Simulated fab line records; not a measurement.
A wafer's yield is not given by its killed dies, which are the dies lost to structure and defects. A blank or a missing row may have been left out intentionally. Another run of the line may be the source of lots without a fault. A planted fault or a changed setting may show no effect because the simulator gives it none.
fab line records ; flow n5Finfet
[record] lots = 7; wafers = 39
route steps=1938 shown BEOL_M6@1236 BEOL_M9@1446
startH: hours from the record's opening day to when the first of the lot's shown wafers began ; waitH: how many hours have passed since the lot's step before this one ; " same as the row above ; L1.1+2: a row that stands for several wafers ; - either no value or no given start ; * or withheld: withheld ; < > ~ a bound
route shown NAME@n: a module of which the file shows steps, and the number in the route of the first ; usual: average and standard deviation across the fault-free wafers ; same: alike in all rows ; chamber/n: place in a boat ; sites: per-site readings ; _std_site: standard deviation of those values ; _edge_site: inner sites' mean taken away from outer sites' mean ; radiusMm: how far each site lies from the wafer's centre ; mask NAME#n: copy n ; behind: the tool/chamber that last shaped the wafer ; hold: why the lot went on hold/how many hours it stayed there/how the hold came to an end ; device: transistor that didn't switch, given as n, p or np ; end of line: tests run on the same wafers once the route is complete ; a step given without rows: its recipe and nothing more ; killed: at the first sort, the dies lost to defects and structure; wafer yield is something else ; map: a wafer's dies, x killed, . not, _ none there
set.NAME: the setting the step ran with; set.NAME@STEP: the setting that earlier step ran with ; model.NAME: the simulator's own value behind a step, which no gauge read
lots run with intentionally changed settings; tables by step, rows by wafer
[[steps]]
[step N5_BEOL_M6_VIA_ETCH_34]
[recipe] chemistry = C4F6/O2; target = SiCOH_lowk; targetDepthA = 1263; maskMaterial = SOC; taperDeg = 4; timeS = 50.9; ionEnergyEv = 250; pressureMtorr = 30; sourceW = 345; biasW = 185; Ar_flow_sccm = 300; C4F6_flow_sccm = 10; O2_flow_sccm = 10
lot.wafer;tool;chamber;startH;waitH;set.timeS;model.etch.depthNm;model.SOC_of_BEOL_M6_COAT_63.thkNm
L075.1;rieDiel-06;0;204.43;0.0;50.9;127.8;53.8
L075.2;rieDiel-06;2;204.43;0.0;76.53;191.2;50.8
L075.3;rieDiel-06;3;204.43;0.0;76.53;188.2;51
L075.4;rieDiel-06;1;204.43;0.0;50.9;127.5;54
L075.5;rieDiel-06;0;204.43;0.0;50.9;126.9;54.2
L075.6;rieDiel-06;1;204.43;0.0;76.53;191.1;50.4
L077.1;rieDiel-05;1;213.58;0.0;50.9;124.6;54.2
L077.2;rieDiel-05;0;213.58;0.0;50.9;126;54
L077.5;rieDiel-05;0;213.58;0.0;50.9;126.8;53.8
L082.1;rieDiel-06;1;241.46;0.0;79.96;198.4;50.2
L082.2;rieDiel-06;2;241.46;0.0;79.96;200.2;50.2
L082.3;rieDiel-06;3;241.46;0.0;50.9;124.6;54
L082.4;rieDiel-06;1;241.46;0.0;50.9;126;53.6
L082.5;rieDiel-06;2;241.46;0.0;79.96;200.5;50
L082.6;rieDiel-06;3;241.46;0.0;50.9;124.7;53.8
L081.1;rieDiel-06;2;244.00;0.0;50.9;127.2;53.8
L081.2;rieDiel-06;1;244.00;0.0;79.17;198.1;50.2
L081.3;rieDiel-06;3;244.00;0.0;50.9;124.8;54
L081.4;rieDiel-06;3;244.00;0.0;79.17;192.7;50.8
L081.5;rieDiel-06;2;244.00;0.0;50.9;128.1;53.8
L081.6;rieDiel-06;1;244.00;0.0;79.17;195.4;50.2
L085.1;rieDiel-01;2;244.66;0.0;50.9;128.6;53.6
L085.2;rieDiel-01;3;244.66;0.0;28.57;71;56.4
L085.3;rieDiel-01;0;244.66;0.0;50.9;126;53.8
L085.4;rieDiel-01;1;244.66;0.0;50.9;126;54
L085.5;rieDiel-01;2;244.66;0.0;28.57;71.45;56.4
L085.6;rieDiel-01;3;244.66;0.0;28.57;71.55;56.6
L087.1;rieDiel-06;1;266.53;0.0;62.7;156.4;52
L087.2;rieDiel-06;0;266.53;0.0;50.9;128.3;53.8
L087.3;rieDiel-06;2;266.53;0.0;50.9;128.6;53.6
L087.4;rieDiel-06;2;266.53;0.0;62.7;158.4;52.2
L087.5;rieDiel-06;0;266.53;0.0;50.9;128.5;53.6
L087.6;rieDiel-06;1;266.53;0.0;62.7;157.8;52.2
L093.1;rieDiel-01;1;303.26;0.0;50.9;127;54.2
L093.2;rieDiel-01;3;303.26;0.0;50.9;127.7;54
L093.3;rieDiel-01;2;303.26;0.0;50.9;128.6;53.8
L093.4;rieDiel-01;0;303.26;0.0;25.75;64.56;56.8
L093.5;rieDiel-01;2;303.26;0.0;25.75;65.33;57
L093.6;rieDiel-01;1;303.26;0.0;25.75;64.66;57
[step N5_BEOL_M9_TRENCH_ETCH_37]
[recipe] chemistry = C4F6/O2; targetDepthA = 1514.3; target = SiCOH_lowk; timeS = 49; ionEnergyEv = 250; pressureMtorr = 30; sourceW = 345; biasW = 185; Ar_flow_sccm = 300; C4F6_flow_sccm = 10; O2_flow_sccm = 10
lot.wafer;tool;chamber;startH;waitH;set.targetDepthA;model.BEOL_M9.featureDepthNm;model.etch.depthNm;model.TiN_of_BEOL_M9_HM_DEP_02.thkNm
L075.1;rieDiel-02;1;-;-;1514.3;153.8;153.9;16
L075.2;rieDiel-02;3;-;-;1514.3;155.4;155.5;16.4
L075.3;rieDiel-02;0;-;-;1514.3;151.2;151.3;16
L075.4;rieDiel-02;2;-;-;951.3;95.8;95.79;17.2
L075.5;rieDiel-02;1;-;-;951.3;96.2;96.28;17.4
L075.6;rieDiel-02;2;-;-;951.3;95.8;95.85;17.6
L077.1;rieDiel-02;1;-;-;1514.3;153.2;153.2;15.6
L077.2;rieDiel-02;0;-;-;1514.3;148.6;148.6;15.6
L077.5;rieDiel-02;3;-;-;1514.3;155.6;155.6;15.4
L082.1;rieDiel-04;2;-;-;1514.3;149;149.1;15.8
L082.2;rieDiel-04;1;-;-;1514.3;151.2;151.2;15.6
L082.3;rieDiel-04;3;-;-;1758;171.6;171.5;15.4
L082.4;rieDiel-04;0;-;-;1514.3;147;147;16.2
L082.5;rieDiel-04;1;-;-;1758;174.8;174.9;15.2
L082.6;rieDiel-04;0;-;-;1758;170.2;170.3;15.4
L085.1;rieDiel-02;3;-;-;1514.3;152.8;152.9;15.8
L085.2;rieDiel-02;1;-;-;1514.3;151.8;151.8;15.8
L085.3;rieDiel-02;2;-;-;1514.3;151.4;151.5;15.6
L085.4;rieDiel-02;0;-;-;1514.3;151.2;151.3;16
L085.5;rieDiel-02;3;-;-;1514.3;153.4;153.4;15.6
L085.6;rieDiel-02;0;-;-;1514.3;150.4;150.5;15.8
L081.1;rieDiel-03;2;-;-;1514.3;149.4;149.3;15.2
L081.2;rieDiel-03;1;-;-;2089;208.8;208.9;13.4
L081.3;rieDiel-03;3;-;-;1514.3;150.2;150.1;15
L081.4;rieDiel-03;0;-;-;1514.3;151.6;151.5;15.2
L081.5;rieDiel-03;2;-;-;2089;209.4;209.3;13.6
L081.6;rieDiel-03;1;-;-;2089;209.2;209.2;13.6
L087.1;rieDiel-02;1;-;-;1514.3;153.8;153.8;16
L087.2;rieDiel-02;0;-;-;1514.3;150;150;15.6
L087.3;rieDiel-02;2;-;-;2026;201.6;201.6;14.2
L087.4;rieDiel-02;1;-;-;2026;205.4;205.3;14.2
L087.5;rieDiel-02;2;-;-;1514.3;152.2;152.3;15.6
L087.6;rieDiel-02;0;-;-;2026;200.6;200.6;14.4
L093.1;rieDiel-04;3;-;-;1514.3;144.8;144.8;16.2
L093.2;rieDiel-04;1;-;-;2372;233.6;233.6;13.6
L093.3;rieDiel-04;2;-;-;1514.3;147.8;147.8;16
L093.4;rieDiel-04;0;-;-;1514.3;153.2;153.2;15.8
L093.5;rieDiel-04;3;-;-;2372;228.6;228.5;13.8
L093.6;rieDiel-04;2;-;-;2372;231.8;231.7;13.4
[step N5_BEOL_M9_ETCH_41]
[recipe] chemistry = CH3F/O2; target = SiCN; targetDepthA = 366; taperDeg = 2; timeS = 70.1; ionEnergyEv = 120; maskMaterial = TiN; pressureMtorr = 30; sourceW = 395; biasW = 75; Ar_flow_sccm = 150; CH3F_flow_sccm = 30; O2_flow_sccm = 20
[step N5_BEOL_M9_STRIP_80]
[recipe] chemistry = N2/H2; timeS = 10; powerW = 450; tempC = 40; pressureMtorr = 20; rfFrequencyHz = 6e+07; biasPowerW = 7; n2FlowSccm = 200; h2FlowSccm = 200
[step N5_BEOL_M9_OCD_MEAS_38]
[usual] trenchDepthNm = 150.5/2.3
lot.wafer;tool;chamber;startH;waitH;set.targetDepthA@BEOL_M9_TRENCH_ETCH_37;trenchDepthNm
L075.1;ocd-01;-;231.69;-;1514.3;154.0
L075.2;ocd-01;-;231.69;-;1514.3;155.8
L075.3;ocd-01;-;231.69;-;1514.3;151.0
L075.4;ocd-01;-;231.69;-;951.3;96.1
L075.5;ocd-01;-;231.69;-;951.3;96.7
L075.6;ocd-01;-;231.69;-;951.3;95.8
L077.1;ocd-02;-;241.70;-;1514.3;152.9
L077.2;ocd-02;-;241.70;-;1514.3;148.6
L077.5;ocd-02;-;241.70;-;1514.3;155.9
L082.1;ocd-02;-;267.05;-;1514.3;149.1
L082.2;ocd-02;-;267.05;-;1514.3;151.0
L082.3;ocd-02;-;267.05;-;1758;171.7
L082.4;ocd-02;-;267.05;-;1514.3;146.5
L082.5;ocd-02;-;267.05;-;1758;174.8
L082.6;ocd-02;-;267.05;-;1758;170.1
L085.1;ocd-02;-;271.24;-;1514.3;-
L085.2;ocd-02;-;271.24;-;1514.3;151.8
L085.3;ocd-02;-;271.24;-;1514.3;151.4
L085.4;ocd-02;-;271.24;-;1514.3;150.9
L085.5;ocd-02;-;271.24;-;1514.3;-
L085.6;ocd-02;-;271.24;-;1514.3;-
L081.1;ocd-02;-;274.49;-;1514.3;-
L081.2;ocd-02;-;274.49;-;2089;209.4
L081.3;ocd-02;-;274.49;-;1514.3;149.8
L081.4;ocd-02;-;274.49;-;1514.3;-
L081.5;ocd-02;-;274.49;-;2089;208.8
L081.6;ocd-02;-;274.49;-;2089;-
L087.1;ocd-02;-;294.62;-;1514.3;153.6
L087.2;ocd-02;-;294.62;-;1514.3;149.7
L087.3;ocd-02;-;294.62;-;2026;201.7
L087.4;ocd-02;-;294.62;-;2026;205.1
L087.5;ocd-02;-;294.62;-;1514.3;152.4
L087.6;ocd-02;-;294.62;-;2026;200.5
L093.1;ocd-01;-;328.50;-;1514.3;144.6
L093.2;ocd-01;-;328.50;-;2372;234.1
L093.3;ocd-01;-;328.50;-;1514.3;148.1
L093.4;ocd-01;-;328.50;-;1514.3;152.9
L093.5;ocd-01;-;328.50;-;2372;229.1
L093.6;ocd-01;-;328.50;-;2372;232.1
[step N5_BEOL_M9_HM_STRIP_39]
[recipe] chemistry = peroxideTinStrip; material = TiN; targetDepthA = 250; tempC = 50; timeS = 158
[step N5_BEOL_M9_SRD_40]
[recipe] timeS = 30; tempC = 23; rinseLiquid = diw; dry = ipaMarangoni
[step N5_BEOL_M9_ECD_50]
[recipe] material = Cu; targetThkA = 3180
[step N5_BEOL_M9_ANNEAL_51]
[recipe] tempC = 225; timeS = 90; ambient = N2
[step N5_BEOL_M9_CMP_52]
[recipe] stopOn = SiCOH_lowk; tOverpolishS = 7; downForcePsi = 1; platenRpm = 50; clearingPlatenDownForcePsi = 1.5; clearingPlatenRpm = 50; postCmpClean = cuAlkaline; targetThkNm = 140; clearingPlatenPadVelocityMS = 0.99484; padVelocityMS = 0.99484
lot.wafer;tool;chamber;startH;waitH;set.targetDepthA@BEOL_M9_TRENCH_ETCH_37;model.Cu_of_BEOL_M9_ECD_50.thkNm
L075.3;cmp-01;1;233.73;0.2;1514.3;139.6
L075.1;cmp-01;2;233.73;0.2;1514.3;141.8
L075.4;cmp-01;3;233.73;0.2;951.3;82.8
L075.2;cmp-01;0;233.73;0.2;1514.3;144.2
L075.6;cmp-01;1;233.73;0.2;951.3;83
L075.5;cmp-01;2;233.73;0.2;951.3;85.6
L077.1;cmp-04;3;243.80;0.3;1514.3;142.2
L077.2;cmp-04;0;243.80;0.3;1514.3;137
L077.5;cmp-04;2;243.80;0.3;1514.3;145
L082.4;cmp-04;2;269.91;0.1;1514.3;136.6
L082.2;cmp-04;3;269.91;0.1;1514.3;140
L082.3;cmp-04;0;269.91;0.1;1758;161
L082.1;cmp-04;1;269.91;0.1;1514.3;139.2
L082.5;cmp-04;2;269.91;0.1;1758;163.2
L082.6;cmp-04;3;269.91;0.1;1758;158.6
L085.1;cmp-01;1;275.48;0.3;1514.3;140.8
L085.3;cmp-01;2;275.48;0.3;1514.3;140.4
L085.2;cmp-01;3;275.48;0.3;1514.3;139.6
L085.4;cmp-01;0;275.48;0.3;1514.3;140
L085.5;cmp-01;1;275.48;0.3;1514.3;142.4
L085.6;cmp-01;2;275.48;0.3;1514.3;139.4
L081.2+5;cmp-03;3;276.51;0.2;2089;196.8
L081.1+3;cmp-03;0,1;276.51;0.2;1514.3;139.2
L081.4;cmp-03;2;276.51;0.2;1514.3;141.2
L081.6;cmp-03;0;276.51;0.2;2089;198.4
L087.2;cmp-01;2;296.38;0.2;1514.3;137.8
L087.1;cmp-01;3;296.38;0.2;1514.3;140.6
L087.3;cmp-01;0;296.38;0.2;2026;189.4
L087.4;cmp-01;1;296.38;0.2;2026;192
L087.6;cmp-01;2;296.38;0.2;2026;188
L087.5;cmp-01;3;296.38;0.2;1514.3;138.8
L093.1;cmp-01;1;331.45;0.3;1514.3;133.6
L093.3;cmp-01;2;331.45;0.3;1514.3;136.2
L093.2;cmp-01;3;331.45;0.3;2372;220.8
L093.4;cmp-01;0;331.45;0.3;1514.3;142.8
L093.5;cmp-01;1;331.45;0.3;2372;217.2
L093.6;cmp-01;2;331.45;0.3;2372;221.4
[step N5_BEOL_M9_THK_MEAS_53]
[recipe] thkMeasGauge = xrf; reads = Cu_of_BEOL_M9_ECD_50
[usual] M9_THK = 138.9/2.5
lot.wafer;tool;chamber;startH;waitH;set.targetDepthA@BEOL_M9_TRENCH_ETCH_37;M9_THK[nm]
L075.1;filmMetro-01;-;234.03;-;1514.3;142.6
L075.2;filmMetro-01;-;234.03;-;1514.3;145.6
L075.3;filmMetro-01;-;234.03;-;1514.3;140.7
L075.4;filmMetro-01;-;234.03;-;951.3;83.3
L075.5;filmMetro-01;-;234.03;-;951.3;86.5
L075.6;filmMetro-01;-;234.03;-;951.3;83.5
L077.1;filmMetro-01;-;244.05;-;1514.3;141.3
L077.2;filmMetro-01;-;244.05;-;1514.3;135.9
L077.5;filmMetro-01;-;244.05;-;1514.3;143.3
L082.1;filmMetro-01;-;270.20;-;1514.3;140.9
L082.2;filmMetro-01;-;270.20;-;1514.3;140.4
L082.3;filmMetro-01;-;270.20;-;1758;163.0
L082.4;filmMetro-01;-;270.20;-;1514.3;137.6
L082.5;filmMetro-01;-;270.20;-;1758;163.7
L082.6;filmMetro-01;-;270.20;-;1758;160.5
L085.1;filmMetro-02;-;275.77;-;1514.3;-
L085.2;filmMetro-02;-;275.77;-;1514.3;139.2
L085.3;filmMetro-02;-;275.77;-;1514.3;140.9
L085.4;filmMetro-02;-;275.77;-;1514.3;139.8
L085.5;filmMetro-02;-;275.77;-;1514.3;-
L085.6;filmMetro-02;-;275.77;-;1514.3;-
L081.1;filmMetro-02;-;276.80;-;1514.3;-
L081.2;filmMetro-02;-;276.80;-;2089;196.3
L081.3;filmMetro-02;-;276.80;-;1514.3;138.8
L081.4;filmMetro-02;-;276.80;-;1514.3;-
L081.5;filmMetro-02;-;276.80;-;2089;195.7
L081.6;filmMetro-02;-;276.80;-;2089;-
L087.1;filmMetro-01;-;296.67;-;1514.3;140.2
L087.2;filmMetro-01;-;296.67;-;1514.3;136.6
L087.3;filmMetro-01;-;296.67;-;2026;188.4
L087.4;filmMetro-01;-;296.67;-;2026;191.7
L087.5;filmMetro-01;-;296.67;-;1514.3;138.8
L087.6;filmMetro-01;-;296.67;-;2026;187.1
L093.1;filmMetro-01;-;331.74;-;1514.3;133.0
L093.2;filmMetro-01;-;331.74;-;2372;219.7
L093.3;filmMetro-01;-;331.74;-;1514.3;134.9
L093.4;filmMetro-01;-;331.74;-;1514.3;141.6
L093.5;filmMetro-01;-;331.74;-;2372;215.8
L093.6;filmMetro-01;-;331.74;-;2372;218.7
[step N5_BEOL_M9_PRE_CLEAN_55]
[recipe] gas = NH3; timeS = 15; tempC = withheld; rfPowerW = 300
[step N5_BEOL_M9_DEP_56]
[recipe] material = SiCN; targetThkA = 150; tempC = withheld; precursor = 3MS/NH3; pressureTorr = 3; rfW = 202; timeS = 26.5
[step N5_BEOL_M9_RS_MEAS_57]
[recipe] thkMeasGauge = four-point-probe; reads = Cu_of_BEOL_M9_ECD_50+Co_of_BEOL_M9_CVD_78+TaN_of_BEOL_M9_ALD_74
[usual] M9_RS = 0.1519/0.0029
lot.wafer;tool;chamber;startH;waitH;set.targetDepthA@BEOL_M9_TRENCH_ETCH_37;M9_RS[ohm/sq]
L075.1;filmMetro-01;-;234.17;0.1;1514.3;0.1487
L075.2;filmMetro-01;-;234.17;0.1;1514.3;0.1458
L075.3;filmMetro-01;-;234.17;0.1;1514.3;0.1516
L075.4;filmMetro-01;-;234.17;0.1;951.3;0.2736
L075.5;filmMetro-01;-;234.17;0.1;951.3;0.2632
L075.6;filmMetro-01;-;234.17;0.1;951.3;0.2729
L077.1;filmMetro-02;-;244.19;0.1;1514.3;0.1483
L077.2;filmMetro-02;-;244.19;0.1;1514.3;0.1544
L077.5;filmMetro-02;-;244.19;0.1;1514.3;0.1450
L082.1;filmMetro-01;-;270.37;0.1;1514.3;0.1518
L082.2;filmMetro-01;-;270.37;0.1;1514.3;0.1511
L082.3;filmMetro-01;-;270.37;0.1;1758;0.1296
L082.4;filmMetro-01;-;270.37;0.1;1514.3;0.1555
L082.5;filmMetro-01;-;270.37;0.1;1758;0.1278
L082.6;filmMetro-01;-;270.37;0.1;1758;0.1316
L085.1;filmMetro-01;-;275.91;0.1;1514.3;-
L085.2;filmMetro-01;-;275.91;0.1;1514.3;0.1515
L085.3;filmMetro-01;-;275.91;0.1;1514.3;0.1503
L085.4;filmMetro-01;-;275.91;0.1;1514.3;0.1511
L085.5;filmMetro-01;-;275.91;0.1;1514.3;-
L085.6;filmMetro-01;-;275.91;0.1;1514.3;-
L081.1;filmMetro-02;-;276.95;0.1;1514.3;-
L081.2;filmMetro-02;-;276.95;0.1;2089;0.1043
L081.3;filmMetro-02;-;276.95;0.1;1514.3;0.1516
L081.4;filmMetro-02;-;276.95;0.1;1514.3;-
L081.5;filmMetro-02;-;276.95;0.1;2089;0.1042
L081.6;filmMetro-02;-;276.95;0.1;2089;-
L087.1;filmMetro-01;-;296.81;0.1;1514.3;0.1503
L087.2;filmMetro-01;-;296.81;0.1;1514.3;0.1535
L087.3;filmMetro-01;-;296.81;0.1;2026;0.1086
L087.4;filmMetro-01;-;296.81;0.1;2026;0.1071
L087.5;filmMetro-01;-;296.81;0.1;1514.3;0.1524
L087.6;filmMetro-01;-;296.81;0.1;2026;0.1094
L093.1;filmMetro-02;-;331.88;0.1;1514.3;0.1587
L093.2;filmMetro-02;-;331.88;0.1;2372;0.0923
L093.3;filmMetro-02;-;331.88;0.1;1514.3;0.1555
L093.4;filmMetro-02;-;331.88;0.1;1514.3;0.1478
L093.5;filmMetro-02;-;331.88;0.1;2372;0.0937
L093.6;filmMetro-02;-;331.88;0.1;2372;0.0920
[[key]]
[split] step = N5_BEOL_M6_VIA_ETCH_34; setting = timeS; stated = 50.9; by = wafer
[response] step = N5_BEOL_M6_VIA_ETCH_34; reading = model.etch.depthNm; change = +1.27; per = 1%; r = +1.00
[response] step = N5_BEOL_M6_VIA_ETCH_34; reading = model.SOC_of_BEOL_M6_COAT_63.thkNm; change = -0.0627; per = 1%; r = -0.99
[split] step = N5_BEOL_M9_TRENCH_ETCH_37; setting = targetDepthA; stated = 1514.3; by = wafer
[response] step = N5_BEOL_M9_TRENCH_ETCH_37; reading = model.BEOL_M9.featureDepthNm; change = +1.5; per = 1%; r = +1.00
[response] step = N5_BEOL_M9_TRENCH_ETCH_37; reading = model.etch.depthNm; change = +1.5; per = 1%; r = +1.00
[response] step = N5_BEOL_M9_TRENCH_ETCH_37; reading = model.TiN_of_BEOL_M9_HM_DEP_02.thkNm; change = -0.0406; per = 1%; r = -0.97
[response] step = N5_BEOL_M9_OCD_MEAS_38; reading = trenchDepthNm; change = +1.5; per = 1%; r = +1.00
[response] step = N5_BEOL_M9_CMP_52; reading = model.Cu_of_BEOL_M9_ECD_50.thkNm; change = +1.49; per = 1%; r = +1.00
[response] step = N5_BEOL_M9_THK_MEAS_53; reading = M9_THK; change = +1.48; per = 1%; r = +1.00
[response] step = N5_BEOL_M9_RS_MEAS_57; reading = M9_RS; shape = bent; atLowest = 0.2699; atStated = 0.1513; atHighest = 0.0927
